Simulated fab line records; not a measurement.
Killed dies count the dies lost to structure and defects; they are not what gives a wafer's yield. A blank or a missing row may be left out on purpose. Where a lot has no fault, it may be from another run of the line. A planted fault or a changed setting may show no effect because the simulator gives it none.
A struck lot beside a sound one    flow nand harc    15 steps out of a route of 1302
Sound: the wafers L946.3, L946.4, L946.5. Wafers L950.2, L950.3, L950.4 were the ones struck. Last of all comes the cause.
At each step with rows: each side's tool, then ch and its chambers, then its first start. Under that, the readings that differ: sound wafers    struck wafers    difference of the means    sigmas: that difference in standard deviations of wafers without a fault.
alike: readings whose means differ by less than 2 such deviations, and words and numbers that are the same on both sides. not compared: withheld readings, readings that some wafer has no value for, bounds like >300 that may hide the same value, and numbers for which the record gives no deviation and whose values overlap.
A row with sigmas, a row that says differs or no value, or rows on one side alone: a step with any of these is where the two part. Numbers that don't overlap but have no deviation are shown without sigmas and don't part them. A reading that every wafer of one side lacks parts them only if that side has two wafers or more.

first, 7 steps without rows for these wafers: NHARC_P_GATE_HMDS_04 (time 30 s); NHARC_P_GATE_COAT_05; NHARC_P_GATE_SOFTBAKE_06 (time 95 s); NHARC_P_GATE_EBR_07; NHARC_P_GATE_EXPOSE_08 (exposes mask P HV); NHARC_P_GATE_PEB_09 (peb time 85 s); NHARC_P_GATE_DEVELOP_10 (time 70 s).
NHARC_P_GATE_CD_MEAS_11: the cd target is 1640 nm.
  sound on cd sem-02 ch 0, day 9 12:50; struck on cd sem-02 ch 0, day 11 06:02
  alike: cd nm
then, 1 step without rows for these wafers: NHARC_P_GATE_HARDBAKE_12 (time 80 s).
NHARC_P_GATE_DESCUM_13: chemistry O2, time 3 s.
  sound on rie diel-03 ch 0,1,3, day 9 13:00; struck on rie diel-06 ch 1,2,3, day 11 06:11
  alike: drypump motor current A, oes product au, rf vpp V, showerhead plenum p Torr, throttle valve pct
  not compared: rf hours counter h
then, 2 steps without rows for these wafers: NHARC_P_GATE_ETCH_14 (etches SiO2 in dHF, target depth 48.8 nm); NHARC_P_GATE_STRIP_15 (strips in SPM, time 780 s).
NHARC_P_GATE_PRECLEAN_71: cleans in SC1.
  sound on wet bench-09 ch 0,4,6, day 9 13:13; struck on wet bench-09 ch 2,4,5, day 11 06:25
  not compared: run length s
then, 2 steps without rows for these wafers: NHARC_P_GATE_SRD_72; NHARC_END_SORT_01.

WHERE THEY PART
Nowhere in this record.

WHY: what had been put in by the simulator
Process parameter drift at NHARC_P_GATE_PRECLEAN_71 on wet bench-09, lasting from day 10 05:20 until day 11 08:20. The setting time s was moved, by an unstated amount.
